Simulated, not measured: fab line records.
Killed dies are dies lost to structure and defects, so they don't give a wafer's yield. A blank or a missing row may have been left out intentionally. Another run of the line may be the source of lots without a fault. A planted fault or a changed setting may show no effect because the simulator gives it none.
fab line records	flow nand-harc
record: lots: 6	wafers: 18	last-day: 29
route steps=1302 shown A_CHANNEL_HOLE_D1@462 END@1302
lots untouched by any fault: they come from a run of this same line in which no faults occurred
start-h: hours from the record's first day to the start of the lot's first wafer shown	wait-h: hours since the lot's step before	" identical to the entry in the row above	L1.1+2: a single row standing in for several wafers	- value missing, or start not given	* or withheld: withheld	< > ~ a bound
route shown NAME@n: a module of which the file shows steps, and the number in the route of the first	usual: the fault-free wafers' mean and standard deviation	same: alike in all rows	chamber/n: place in a boat	sites: readings site by site	_std_site: standard deviation of those values	_edge_site: mean of outer sites minus mean of inner sites	radius-mm: for every site, how far away it sits from the centre of the wafer	mask NAME#n: copy n	behind: the tool/chamber that last shaped the wafer	hold: reason for holding the lot/hours on hold/outcome of the hold	device: the n, p or np transistor that did not switch	end of line: the same wafers' tests at the end of the route	for a step that has no rows: nothing shown but its recipe	killed: the dies lost at the first sort to structure and to defects; this is not the yield of the wafer	map: a wafer's dies, marking killed ones x, the rest . and places with no die _
set.NAME: the setting the step ran with; set.NAME@STEP: the setting that earlier step ran with	model.NAME: the simulator's own value behind a step, which no gauge read
lots seen at some steps along the route; tables by step, rows by wafer
services: the hour from which a tool's chamber was out of use, counted from the record's first day as start-h (under 0 if before that day), plus the number of hours and why
== steps ==
step: NHARC_A_CHANNEL_HOLE_D1_CD_MEAS_10
recipe: target-cd-nm: 100	landing-energy-ev: 500
usual: cd-nm: 99.9/0.72
lot.wafer	tool	chamber	start-h	wait-h	cd-nm
L611.1	cd-sem-02	0	201.15	-	99.5
L611.2	"	0	"	"	99.0
L611.6	"	0	"	"	99.0
L619.1	cd-sem-02	0	275.97	-	101.8
L619.2	"	0	"	"	101.1
L619.6	"	0	"	"	100.3
L623.1	cd-sem-01	0	325.24	-	99.3
L623.3	"	0	"	"	100.2
L623.5	"	0	"	"	100.1
L624.2	cd-sem-02	0	326.97	-	100.4
L624.3	"	0	"	"	99.5
L624.6	"	0	"	"	99.9
L625.2	cd-sem-02	0	345.13	-	100.4
L625.3	"	0	"	"	100.5
L625.6	"	0	"	"	100.2
L627.2	cd-sem-03	0	360.68	-	101.0
L627.3	"	0	"	"	100.6
L627.5	"	0	"	"	100.7
step: NHARC_A_CHANNEL_HOLE_D1_OVL_MEAS_11
usual: overlay-x-nm: 0.0/0.8	overlay-y-nm: 0.4/0.8
lot.wafer	tool	chamber	start-h	wait-h	overlay-x-nm	overlay-y-nm
L611.1	overlay-02	-	201.24	-	0.0	1.3
L611.2	"	-	"	"	0.1	1.3
L611.6	"	-	"	"	-0.2	1.1
L619.1	overlay-02	-	276.06	-	0.6	0.6
L619.2	"	-	"	"	0.6	0.9
L619.6	"	-	"	"	0.5	1.3
L623.1	overlay-01	-	325.33	-	-0.3	-0.5
L623.3	"	-	"	"	0.3	-0.5
L623.5	"	-	"	"	-0.3	-0.4
L624.2	overlay-01	-	327.06	-	-0.2	-1.1
L624.3	"	-	"	"	0.0	-1.2
L624.6	"	-	"	"	0.0	-0.7
L625.2	overlay-02	-	345.22	-	-0.7	-0.7
L625.3	"	-	"	"	-0.2	-0.6
L625.6	"	-	"	"	-0.5	0.1
L627.2	overlay-02	-	360.76	-	0.8	0.6
L627.3	"	-	"	"	1.1	1.0
L627.5	"	-	"	"	0.5	0.7
step: NHARC_A_CHANNEL_HOLE_D1_INSPECT_12
usual: raw-defect-count: 5.7/2.8
lot.wafer	tool	chamber	start-h	wait-h	raw-defect-count
L611.1	defect-inspect-01	-	203.62	2.4	2
L611.2	"	-	"	"	4
L611.6	"	-	"	"	7
L619.1	defect-inspect-02	-	276.10	0.0	6
L619.2	"	-	"	"	8
L619.6	"	-	"	"	4
L623.1	defect-inspect-02	-	325.37	0.0	2
L623.3	"	-	"	"	5
L623.5	"	-	"	"	7
L624.2	defect-inspect-01	-	327.09	0.0	6
L624.3	"	-	"	"	6
L624.6	"	-	"	"	8
L625.2	defect-inspect-02	-	345.26	0.0	4
L625.3	"	-	"	"	10
L625.6	"	-	"	"	13
L627.2	defect-inspect-01	-	360.80	0.0	6
L627.3	"	-	"	"	6
L627.5	"	-	"	"	4
step: NHARC_A_CHANNEL_HOLE_D1_DESCUM_15
recipe: time-s: 3	o2-flow-sccm: 200	ar-flow-sccm: 0	bias-power-w: 0	chemistry: O2
usual: drypump-motor-current-A: 5.4/0.46	o2-flow-sccm: 200.0/0.6	oes-product-au: 1.005/0.015	rf-vpp-V: 57.7/0.84	showerhead-plenum-p-Torr: 1.92/0.093	throttle-valve-pct: 11.310/0.01
lot.wafer	tool	chamber	start-h	wait-h	drypump-motor-current-A	o2-flow-sccm	oes-product-au	rf-hours-counter-h	rf-vpp-V	showerhead-plenum-p-Torr	throttle-valve-pct
L611.2	rie-diel-09	0	203.69	0.1	5.3	200.1	1.017	5	56.2	1.86	11.315
L611.1	"	1	"	"	4.9	199.8	0.995	5	57.4	2.03	11.315
L611.6	"	0	"	"	5.3	200.7	1.017	-	55.8	1.86	11.311
L619.1	rie-diel-10	1	276.16	0.1	5.1	199.2	0.998	6	57.4	1.90	11.304
L619.2	"	3	"	"	5.3	199.9	0.998	6	57.6	1.86	11.316
L619.6	"	2	"	"	6.3	199.5	0.998	-	57.0	1.79	11.301
L623.3	rie-diel-10	1	325.44	0.1	5.1	200.5	1.002	24	58.2	1.90	11.297
L623.1	"	2	"	"	6.3	199.9	0.988	24	58.3	1.78	11.300
L623.5	"	1	"	"	5.1	199.6	1.013	-	57.6	1.90	11.295
L624.3	rie-diel-04	2	327.16	0.1	6.3	198.6	1.016	52	59.4	2.04	11.335
L624.2	"	3	"	"	5.9	200.4	0.998	48	57.9	1.89	11.297
L624.6	"	2	"	"	6.3	199.6	1.025	-	57.5	2.04	11.313
L625.2	rie-diel-04	1	345.33	0.1	4.8	199.8	0.990	46	58.1	1.89	11.317
L625.3	"	2	"	"	6.3	200.6	1.014	57	58.2	2.04	11.298
L625.6	"	0	"	"	4.9	200.1	0.979	-	58.4	2.00	11.308
L627.3	rie-diel-09	3	360.87	0.1	5.4	200.5	1.024	2	56.9	2.04	11.326
L627.2	"	1	"	"	4.9	199.1	0.988	2	57.8	2.03	11.312
L627.5	"	2	"	"	5.3	199.7	0.987	-	58.4	1.82	11.312
step: NHARC_A_CHANNEL_HOLE_D1_ETCH_38
recipe: target-depth-a: 390	over-etch-frac: 0.3	time-s: 65	ion-energy-ev: 80	cf4-flow-sccm: 150	ar-flow-sccm: 0	rf-w: 300	bias-w: 100	chemistry: CF4
step: NHARC_A_CHANNEL_HOLE_D1_ETCH_39
recipe: target-depth-a: 2600	over-etch-frac: 0.3	time-s: 325	ion-energy-ev: 200	n2-flow-sccm: 150	h2-flow-sccm: 150	ar-flow-sccm: 0	rf-w: 400	bias-w: 150	chemistry: N2/H2
step: NHARC_A_CHANNEL_HOLE_D1_ETCH_34
recipe: target-depth-a: 1540	time-s: 77	cf4-flow-sccm: 100	chf3-flow-sccm: 30	ar-flow-sccm: 0	rf-w: 500	bias-w: 200	chemistry: CF4/CHF3
step: NHARC_A_CHANNEL_HOLE_D1_ETCH_16
recipe: target-depth-a: 31000	over-etch-frac: 0.3	time-s: 806	ion-energy-ev: 150	o2-flow-sccm: 400	cos-flow-sccm: 20	ar-flow-sccm: 0	rf-w: 500	bias-w: 300	chemistry: O2/COS
usual: drypump-motor-current-A: 5.4/0.47	o2-flow-sccm: 399.9/1.2	oes-product-au: 1.005/0.015	rf-vpp-V: 314.2/2.1	showerhead-plenum-p-Torr: 3.14/0.14	throttle-valve-pct: 28.329/0.009
lot.wafer	tool	chamber	start-h	wait-h	drypump-motor-current-A	o2-flow-sccm	oes-product-au	rf-hours-counter-h	rf-vpp-V	showerhead-plenum-p-Torr	throttle-valve-pct
L611.2	rie-diel-09	3	-	-	5.4	398.4	1.023	6	315.7	3.32	28.352
L611.1	"	2	"	"	5.3	400.0	0.998	5	312.5	2.99	28.333
L611.6	"	0	"	"	5.4	398.6	1.019	-	313.3	3.04	28.341
L619.1	rie-diel-10	1	-	-	5.1	398.3	1.003	6	314.1	3.11	28.317
L619.2	"	3	"	"	5.3	399.5	1.000	6	313.2	3.04	28.334
L619.6	"	1	"	"	5.1	399.6	1.006	-	313.9	3.11	28.334
L623.3	rie-diel-10	1	-	-	5.1	399.4	1.003	25	313.0	3.10	28.326
L623.1	"	2	"	"	6.3	401.5	1.002	24	313.9	2.92	28.337
L623.5	"	2	"	"	6.3	402.1	0.985	-	310.2	2.92	28.320
L624.3	rie-diel-04	1	-	-	4.8	400.7	1.003	42	312.8	3.09	28.316
L624.2	"	3	"	"	6.0	399.4	1.014	48	314.0	3.09	28.318
L624.6	"	1	"	"	4.8	401.7	0.998	-	314.8	3.09	28.335
L625.3	rie-diel-04	2	-	-	6.3	399.8	1.028	57	315.2	3.31	28.319
L625.2	"	3	"	"	6.0	400.2	0.998	52	313.7	3.09	28.334
L625.6	"	2	"	"	6.3	400.0	1.020	-	316.1	3.31	28.338
L627.3	rie-diel-09	2	-	-	5.3	399.4	0.997	2	310.7	2.98	28.318
L627.2	"	1	"	"	4.9	401.5	0.981	2	316.1	3.30	28.333
L627.5	"	2	"	"	5.3	399.5	0.992	-	312.1	2.98	28.325
step: NHARC_A_CHANNEL_HOLE_D1_CD_MEAS_18
usual: cd-nm: 100/3.3
lot.wafer	tool	chamber	start-h	wait-h	cd-nm
L611.1	cd-sem-03	-	204.79	-	98
L611.2	"	-	"	"	100
L611.6	"	-	"	"	105
L619.1	cd-sem-03	-	277.27	-	103
L619.2	"	-	"	"	99
L619.6	"	-	"	"	101
L623.1	cd-sem-03	-	327.20	-	98
L623.3	"	-	"	"	100
L623.5	"	-	"	"	101
L624.2	cd-sem-01	-	328.26	-	100
L624.3	"	-	"	"	94
L624.6	"	-	"	"	99
L625.2	cd-sem-02	-	346.45	-	95
L625.3	"	-	"	"	99
L625.6	"	-	"	"	98
L627.2	cd-sem-01	-	361.97	-	103
L627.3	"	-	"	"	103
L627.5	"	-	"	"	102
step: NHARC_A_CHANNEL_HOLE_D1_ETCH_19
recipe: bias-v: 1200	source-w: 2500	pressure-mtorr: 15	time-s: 34.5	ar-flow-sccm: 375	c4f8-flow-sccm: 28.8	o2-flow-sccm: 96.2	temp-c: -20	target-depth-a: *	chemistry: C4F8/O2/Ar
step: NHARC_A_CHANNEL_HOLE_D1_ETCH_20
recipe: bias-v: 3000	source-w: withheld	pressure-mtorr: 20	time-s: 361.9	ar-flow-sccm: 375	c4f8-flow-sccm: 89.3	o2-flow-sccm: 35.7	temp-c: -20	target-depth-a: 16000	chemistry: C4F8/O2/Ar
step: NHARC_A_CHANNEL_HOLE_D1_ETCH_21
recipe: bias-v: 3000	source-w: withheld	pressure-mtorr: 20	time-s: 514.3	ar-flow-sccm: 375	c4f8-flow-sccm: 89.3	o2-flow-sccm: 35.7	temp-c: -20	target-depth-a: 16000	chemistry: C4F8/O2/Ar
usual: drypump-motor-current-A: 6.1/0.39	o2-flow-sccm: 35.70/0.097	showerhead-plenum-p-Torr: 3.66/0.14	temp-c: -19.97/0.1	throttle-valve-pct: 32.155/0.0087
lot.wafer	tool	chamber	start-h	wait-h	drypump-motor-current-A	o2-flow-sccm	rf-hours-counter-h	showerhead-plenum-p-Torr	temp-c	throttle-valve-pct
L611.2	har-etch-02	1	205.29	0.3	5.9	35.70	311	3.76	-19.95	32.169
L611.1	"	0	"	"	5.5	35.74	311	3.42	-19.95	32.174
L611.6	"	0	"	"	5.6	35.62	-	3.42	-20.02	32.156
L619.1	har-etch-01	0	283.92	0.3	6.3	35.63	145	3.70	-20.07	32.154
L619.2	"	1	"	"	6.6	35.83	145	3.63	-19.95	32.151
L619.6	"	0	"	"	6.4	35.74	-	3.70	-19.98	32.149
L623.1	har-etch-02	0	328.38	0.3	5.5	35.72	376	3.93	-20.03	32.144
L623.3	"	1	"	"	5.9	35.66	-	3.73	-19.91	32.155
L623.5	"	0	"	"	5.6	35.60	-	3.93	-19.91	32.163
L624.2	har-etch-01	1	328.88	0.3	6.5	35.74	171	3.61	-19.84	32.147
L624.3	"	0	"	"	6.5	35.84	-	3.69	-20.05	32.165
L624.6	"	0	"	"	6.5	35.88	-	3.69	-20.11	32.154
L625.2	har-etch-02	1	349.87	0.3	5.9	35.78	384	3.72	-20.00	32.159
L625.3	"	0	"	"	5.6	35.73	-	3.92	-20.01	32.150
L625.6	"	1	"	"	6.0	35.84	-	3.72	-19.98	32.152
L627.2	har-etch-02	0	362.60	0.3	5.6	35.80	399	3.92	-19.97	32.155
L627.3	"	0	"	"	5.6	35.88	-	3.92	-19.99	32.143
L627.5	"	0	"	"	5.6	35.80	-	3.92	-20.06	32.160
step: NHARC_A_CHANNEL_HOLE_D1_ETCH_22
recipe: bias-v: 3000	source-w: withheld	pressure-mtorr: 20	time-s: 666.7	ar-flow-sccm: 375	c4f8-flow-sccm: 89.3	o2-flow-sccm: 35.7	temp-c: -20	target-depth-a: 16000	chemistry: C4F8/O2/Ar
usual: drypump-motor-current-A: 6.1/0.39	o2-flow-sccm: 35.72/0.1	showerhead-plenum-p-Torr: 3.66/0.14	temp-c: -20.01/0.1	throttle-valve-pct: 32.155/0.0087
lot.wafer	tool	chamber	start-h	wait-h	drypump-motor-current-A	o2-flow-sccm	rf-hours-counter-h	showerhead-plenum-p-Torr	temp-c	throttle-valve-pct
L611.2	har-etch-02	1	205.74	0.4	5.9	35.84	312	3.76	-19.98	32.171
L611.1	"	0	"	"	5.5	35.57	312	3.42	-19.90	32.165
L611.6	"	0	"	"	5.6	35.66	-	3.42	-20.05	32.157
L619.1	har-etch-01	0	284.35	0.4	6.4	35.84	145	3.70	-20.09	32.151
L619.2	"	1	"	"	6.5	35.70	145	3.63	-20.06	32.165
L619.6	"	0	"	"	6.4	35.76	-	3.70	-19.73	32.136
L623.1	har-etch-02	0	328.83	0.4	5.5	35.52	377	3.93	-19.98	32.173
L623.3	"	1	"	"	5.9	35.56	-	3.73	-19.83	32.160
L623.5	"	0	"	"	5.6	35.78	-	3.93	-19.98	32.161
L624.2	har-etch-01	1	329.32	0.4	6.6	35.81	172	3.61	-20.02	32.152
L624.3	"	0	"	"	6.4	35.48	-	3.69	-20.03	32.160
L624.6	"	0	"	"	6.4	35.53	-	3.69	-19.98	32.171
L625.2	har-etch-02	1	350.31	0.4	5.9	35.71	384	3.72	-20.10	32.155
L625.3	"	0	"	"	5.5	35.80	-	3.92	-19.93	32.152
L625.6	"	1	"	"	6.0	35.80	-	3.72	-20.21	32.156
L627.2	har-etch-02	0	363.03	0.4	5.6	35.62	400	3.92	-20.16	32.153
L627.3	"	0	"	"	5.6	35.65	-	3.92	-20.10	32.157
L627.5	"	0	"	"	5.6	35.60	-	3.92	-20.12	32.156
step: NHARC_A_CHANNEL_HOLE_D1_ETCH_23
recipe: bias-v: 5000	source-w: withheld	pressure-mtorr: 20	time-s: 819	ar-flow-sccm: 375	c4f8-flow-sccm: 89.3	o2-flow-sccm: 35.7	temp-c: -20	target-depth-a: 16000	chemistry: C4F8/O2/Ar
step: NHARC_A_CHANNEL_HOLE_D1_ETCH_24
recipe: bias-v: 5000	source-w: withheld	pressure-mtorr: 20	time-s: 906.2	ar-flow-sccm: 375	c4f8-flow-sccm: 93.8	o2-flow-sccm: 31.2	temp-c: -20	target-depth-a: 15000	chemistry: C4F8/O2/Ar
usual: drypump-motor-current-A: 6.1/0.39	o2-flow-sccm: 31.19/0.094	showerhead-plenum-p-Torr: 3.66/0.14	temp-c: -19.99/0.1	throttle-valve-pct: 32.235/0.0089
lot.wafer	tool	chamber	start-h	wait-h	drypump-motor-current-A	o2-flow-sccm	rf-hours-counter-h	showerhead-plenum-p-Torr	temp-c	throttle-valve-pct
L611.2	har-etch-02	1	207.01	0.6	5.9	31.16	313	3.75	-20.04	32.229
L611.1	"	0	"	"	5.6	31.21	313	3.42	-19.94	32.229
L611.6	"	0	"	"	5.5	31.35	-	3.42	-20.09	32.236
L619.1	har-etch-01	0	285.61	0.6	6.3	31.30	146	3.70	-20.08	32.248
L619.2	"	1	"	"	6.5	31.15	146	3.62	-19.92	32.222
L619.6	"	0	"	"	6.4	31.26	-	3.70	-19.98	32.239
L623.1	har-etch-02	0	330.11	0.6	5.6	31.08	378	3.92	-19.99	32.230
L623.3	"	1	"	"	5.9	31.15	-	3.72	-19.88	32.217
L623.5	"	0	"	"	5.6	31.02	-	3.92	-19.99	32.236
L624.2	har-etch-01	1	330.57	0.6	6.6	31.26	173	3.61	-20.10	32.235
L624.3	"	0	"	"	6.4	31.08	-	3.68	-20.06	32.234
L624.6	"	0	"	"	6.3	31.18	-	3.68	-19.96	32.230
L625.2	har-etch-02	1	351.57	0.6	5.9	31.27	385	3.71	-20.00	32.232
L625.3	"	0	"	"	5.6	31.19	-	3.91	-20.00	32.234
L625.6	"	1	"	"	5.9	31.10	-	3.71	-19.99	32.228
L627.2	har-etch-02	0	364.30	0.6	5.6	31.30	401	3.91	-19.97	32.218
L627.3	"	0	"	"	5.6	31.16	-	3.91	-20.00	32.229
L627.5	"	0	"	"	5.6	31.19	-	3.91	-20.14	32.233
step: NHARC_A_CHANNEL_HOLE_D1_ETCH_25
recipe: bias-v: 5000	source-w: withheld	pressure-mtorr: 20	time-s: 1040.2	ar-flow-sccm: 375	c4f8-flow-sccm: 93.8	o2-flow-sccm: 31.2	temp-c: -20	target-depth-a: 15000	chemistry: C4F8/O2/Ar
step: NHARC_A_CHANNEL_HOLE_D1_ETCH_26
recipe: bias-v: 300	source-w: 2000	pressure-mtorr: 30	time-s: 224.1	ar-flow-sccm: 375	c4f8-flow-sccm: 11.4	o2-flow-sccm: 113.6	temp-c: -20	target-depth-a: 3000	chemistry: C4F8/O2/Ar
step: NHARC_A_CHANNEL_HOLE_D1_ETCH_33
recipe: bias-v: 400	source-w: 2000	pressure-mtorr: 25	time-s: 90	ar-flow-sccm: 375	c4f8-flow-sccm: 41.7	o2-flow-sccm: 83.3	temp-c: -20	target-depth-a: 4000	chemistry: C4F8/O2/Ar
usual: drypump-motor-current-A: 6.1/0.4	o2-flow-sccm: 83.31/0.26	showerhead-plenum-p-Torr: 3.70/0.14	temp-c: -20.00/0.11	throttle-valve-pct: 27.621/0.0094
lot.wafer	tool	chamber	start-h	wait-h	drypump-motor-current-A	o2-flow-sccm	rf-hours-counter-h	showerhead-plenum-p-Torr	temp-c	throttle-valve-pct
L611.2	har-etch-02	1	208.87	0.2	5.9	83.33	315	3.80	-20.15	27.614
L611.1	"	0	"	"	5.6	83.75	315	3.45	-19.71	27.612
L611.6	"	0	"	"	5.5	83.76	-	3.45	-19.78	27.608
L619.1	har-etch-01	0	287.45	0.2	6.4	83.05	148	3.74	-19.96	27.620
L619.2	"	1	"	"	6.5	82.92	148	3.66	-20.08	27.610
L619.6	"	0	"	"	6.4	83.45	-	3.74	-20.06	27.617
L623.1	har-etch-02	0	331.96	0.2	5.6	83.49	380	3.97	-19.83	27.616
L623.3	"	1	"	"	5.9	83.20	-	3.77	-19.82	27.634
L623.5	"	0	"	"	5.6	83.43	-	3.97	-19.99	27.607
L624.2	har-etch-01	1	332.41	0.2	6.5	82.89	175	3.65	-20.00	27.609
L624.3	"	0	"	"	6.4	83.37	-	3.72	-20.02	27.622
L624.6	"	0	"	"	6.4	83.57	-	3.73	-20.06	27.614
L625.2	har-etch-02	1	353.43	0.2	5.9	83.29	387	3.76	-19.97	27.620
L625.3	"	0	"	"	5.5	83.44	-	3.97	-19.98	27.619
L625.6	"	1	"	"	5.9	83.35	-	3.76	-19.93	27.616
L627.2	har-etch-02	0	366.15	0.2	5.6	83.13	403	3.96	-20.03	27.627
L627.3	"	0	"	"	5.6	83.40	-	3.96	-19.93	27.625
L627.5	"	0	"	"	5.5	83.34	-	3.96	-19.98	27.635
step: NHARC_A_CHANNEL_HOLE_D1_STRIP_41
recipe: n2-flow-sccm: 150	h2-flow-sccm: 150	ar-flow-sccm: 0	bias-w: 0	chemistry: N2/H2
step: NHARC_A_CHANNEL_HOLE_D1_STRIP_42
recipe: cf4-flow-sccm: 100	chf3-flow-sccm: 30	ar-flow-sccm: 0	bias-w: 0	chemistry: CF4/CHF3
step: NHARC_A_CHANNEL_HOLE_D1_STRIP_43
recipe: o2-flow-sccm: 400	cos-flow-sccm: 20	ar-flow-sccm: 0	bias-w: 0	chemistry: O2/COS
step: NHARC_A_CHANNEL_HOLE_D1_ETCH_44
recipe: target-depth-a: 1400	overetch-a: 140	time-s: 77	ion-energy-ev: 100	cf4-flow-sccm: 80	o2-flow-sccm: 20	ar-flow-sccm: 0	rf-w: 300	bias-w: 100	chemistry: CF4/O2
step: NHARC_A_CHANNEL_HOLE_D1_STRIP_27
recipe: o2-flow-sccm: 500	ar-flow-sccm: 0	bias-w: 0	chemistry: O2
step: NHARC_A_CHANNEL_HOLE_D1_PRECLEAN_28
recipe: time-s: *	temp-c: 50	bath-age-min: 0	chemistry: SC1
step: NHARC_A_CHANNEL_HOLE_D1_SRD_29
step: NHARC_A_CHANNEL_HOLE_D1_CD_MEAS_30
usual: cd-nm: 89.7/1.7
lot.wafer	tool	chamber	start-h	wait-h	cd-nm
L611.1	cd-sem-03	-	210.51	-	88.6
L611.2	"	-	"	"	89.9
L611.6	"	-	"	"	89.2
L619.1	cd-sem-02	-	288.99	-	91.2
L619.2	"	-	"	"	87.8
L619.6	"	-	"	"	88.8
L623.1	cd-sem-02	-	333.51	-	89.4
L623.3	"	-	"	"	90.5
L623.5	"	-	"	"	89.8
L624.2	cd-sem-03	-	334.05	-	90.5
L624.3	"	-	"	"	90.1
L624.6	"	-	"	"	91.2
L625.2	cd-sem-01	-	354.98	-	91.9
L625.3	"	-	"	"	89.4
L625.6	"	-	"	"	91.6
L627.2	cd-sem-02	-	367.70	-	90.0
L627.3	"	-	"	"	94.9
L627.5	"	-	"	"	90.9
step: NHARC_A_CHANNEL_HOLE_D1_XSEM_31
recipe: landing-energy-ev: 35000
usual: bot-cd-nm: 74.2/1.7	bow-nm: 8.69/0.3	tilt-deg: 0.07/0.049
lot.wafer	tool	chamber	start-h	wait-h	bot-cd-nm	bow-nm	tilt-deg
L611.1	xsem-01	0	210.60	0.1	72.4	9.13	0.00
L611.2	"	0	"	"	74.7	9.01	0.00
L611.6	"	0	"	"	74.7	9.17	0.00
L619.1	xsem-02	0	289.08	0.1	75.4	8.80	0.06
L619.2	"	0	"	"	71.5	8.84	0.06
L619.6	"	0	"	"	72.6	8.81	0.06
L623.1	xsem-02	0	333.60	0.1	74.1	9.11	0.05
L623.3	"	0	"	"	75.1	9.06	0.05
L623.5	"	0	"	"	74.6	9.09	0.05
L624.2	xsem-01	0	334.14	0.1	75.1	8.29	0.11
L624.3	"	0	"	"	74.5	8.32	0.11
L624.6	"	0	"	"	75.4	8.28	0.11
L625.2	xsem-01	0	355.07	0.1	76.3	8.35	0.13
L625.3	"	0	"	"	73.5	8.27	0.13
L625.6	"	0	"	"	75.6	8.32	0.13
L625.2	xsem-01	0	-	-	76.5	-	0.07
L625.3	"	0	"	"	74.3	-	0.07
L625.6	"	0	"	"	75.9	-	0.07
L627.2	xsem-02	0	367.79	0.1	74.1	8.52	0.10
L627.3	"	0	"	"	79.5	8.59	0.10
L627.5	"	0	"	"	75.0	8.62	0.10
L627.2	xsem-02	0	-	-	74.7	-	0.06
L627.3	"	0	"	"	79.2	-	0.06
L627.5	"	0	"	"	76.0	-	0.06
step: NHARC_END_SORT_01
recipe: temp-c: 25
usual: defect-limited-yield: 91.6/2.4	killed-at-array: 52/16	killed-at-other: 0.8/0.98	killed-at-periphery: 4.2/2.9	killed-dies: 57/16	killed-open: 3.3/1.9	killed-short: 2.5/1.5	sort_bin_2_pct: 3.0/1	sort_bin_3_pct: 0.6/0.31	sort_bin_4_pct: 4.8/1.5	sort-n-pass: 620/16	sort-rim-yield-pct: 90/4.1	sort-yield-pct: 91.6/2.4
same: gross-dies: 677	sort_bin_5_pct[%]: 0	sort_bin_6_pct[%]: 0	sort_bin_7_pct[%]: 0	sort_bin_8_pct[%]: 0	sort-rim-n-gross: 106.00
lot.wafer	tool	chamber	start-h	wait-h	defect-limited-yield[%]	killed-at-array	killed-at-other	killed-at-periphery	killed-dies	killed-open	killed-short	sort_bin_2_pct[%]	sort_bin_3_pct[%]	sort_bin_4_pct[%]	sort-n-pass	sort-rim-yield-pct[%]	sort-yield-pct[%]
L623.1	prober-01	0	694.24	2.5	92.2	49	2	2	53	2	3	2.7	0.7	4.4	624	92	92.2
L623.3	prober-01	0	695.83	3.1	93.2	44	0	2	46	2	3	2.2	0.6	4.0	631	90	93.2
L623.5	prober-01	0	697.42	3.7	91.4	55	1	2	58	2	1	3.5	0.7	4.3	619	96	91.4
L624.2	prober-02	0	695.10	2.8	94.1	37	0	3	40	4	1	2.1	0.4	3.4	637	89	94.1
L624.3	prober-02	0	695.89	3.1	93.6	40	1	2	43	2	2	2.4	0.4	3.5	634	90	93.6
L624.6	prober-02	0	698.28	4.0	92.5	49	1	1	51	2	1	2.8	0.7	4.0	626	91	92.5
killed by level:class
L623.1 A_CHANNEL_HOLE_D1:chamber-film-flake=33 A_STAIRCASE:chamber-film-flake=4 A_SLIT:chamber-film-flake=3 THIN_TSV:chamber-film-flake=2 A_ONON_D2:geometric-particle:open=1 A_ONON_D2:geometric-particle:short=1 A_CHANNEL_FILL_D2:geometric-particle:short=1 A_BLC:geometric-particle:open=1
L624.2 A_SLIT:chamber-film-flake=21 A_CHANNEL_HOLE_D1:chamber-film-flake=4 A_STAIRCASE:chamber-film-flake=3 A_CONTACT:chamber-film-flake=2 A_CHANNEL_FILL_D1:geometric-particle:open=1 A_DECK1_JOINT:geometric-particle:open=1 A_ONON_D2:geometric-particle:short=1 A_SGD_CUT:geometric-particle:open=1
L623.3 A_CHANNEL_HOLE_D1:chamber-film-flake=25 A_STAIRCASE:chamber-film-flake=5 A_CONTACT:chamber-film-flake=4 A_SLIT:chamber-film-flake=3 A_WL_FILL:geometric-particle:short=2 A_SOURCE_PLATE:geometric-particle:short=1 A_ONON_D1:geometric-particle:open=1 A_WL_FILL:geometric-particle:open=1
L624.3 A_SLIT:chamber-film-flake=22 A_CHANNEL_HOLE_D1:chamber-film-flake=5 A_STAIRCASE:chamber-film-flake=4 A_CONTACT:chamber-film-flake=4 A_CHANNEL_FILL_D2:geometric-particle:short=2 A_M0:geometric-particle:open=2 P_GATE:chamber-film-flake=1 P_BONDPAD:chamber-film-flake=1
L623.5 A_CHANNEL_HOLE_D1:chamber-film-flake=31 A_STAIRCASE:chamber-film-flake=8 A_SLIT:chamber-film-flake=7 A_CONTACT:chamber-film-flake=3 A_WL_FILL:chamber-film-flake=2 A_WL_FILL:geometric-particle:short=1 A_M1:geometric-particle:open=1 P_ZERO_WELL:chamber-film-flake=1
L624.6 A_SLIT:chamber-film-flake=20 A_CHANNEL_HOLE_D1:chamber-film-flake=11 A_CONTACT:chamber-film-flake=9 A_ZERO_WELL:chamber-film-flake=3 A_STAIRCASE:chamber-film-flake=2 A_ONON_D2:geometric-particle:open=1 A_CHANNEL_FILL_D2:geometric-particle:open=1 A_CHANNEL_FILL_D2:geometric-particle:short=1
== services ==
tool	chamber	start-h	hours	kind
rie-diel-10	1	181.14	7.9	repair
rie-diel-04	0	186.90	-	clean
rie-diel-04	0	186.90	-	consumable-replace:focus-ring
rie-diel-04	1	186.90	-	clean
rie-diel-04	1	186.90	-	consumable-replace:focus-ring
rie-diel-04	2	186.90	-	clean
rie-diel-04	2	186.90	-	consumable-replace:focus-ring
rie-diel-04	3	186.90	-	clean
rie-diel-10	0	197.07	-	clean
rie-diel-09	-	207.42	0.2	repair
rie-diel-09	3	214.69	4.7	repair
rie-diel-09	1	226.65	14.5	repair
rie-diel-10	-	242.56	9.0	pm
rie-diel-04	1	252.63	22.3	repair
har-etch-02	1	267.45	-	consumable-replace:esc
har-etch-02	1	267.45	17.0	scheduled-down
har-etch-02	1	267.45	17.0	vent-cycle
har-etch-02	0	298.70	-	consumable-replace:showerhead
har-etch-02	0	298.70	17.0	scheduled-down
har-etch-02	0	298.70	17.0	vent-cycle
rie-diel-09	3	315.29	3.7	repair
rie-diel-09	-	320.14	9.0	pm
rie-diel-09	0	345.55	6.6	repair
rie-diel-04	-	354.98	9.0	pm
== key ==
first-sign: step: NHARC_A_CHANNEL_HOLE_D1_XSEM_31	reading: visit	direction: added
effect none on later readings
met-at NHARC_A_CHANNEL_HOLE_D1_ETCH_22
struck-wafers L625.2,L625.3,L625.6,L627.2,L627.3,L627.5
scrapped-behind NHARC_A_CHANNEL_HOLE_D1_XSEM_31 L625.2,L625.3,L625.6,L627.2,L627.3,L627.5
onset-between 328.83 350.31
also-fits time
fault: kind: process-parameter-drift	tool: har-etch-02	chamber: -	onset-h: 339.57	steps: NHARC_A_CHANNEL_HOLE_D1_ETCH_22	channel: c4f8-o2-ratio	offset: 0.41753	shape: step	end-h: 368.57	acts-in: these-recipes-only	stated: 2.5
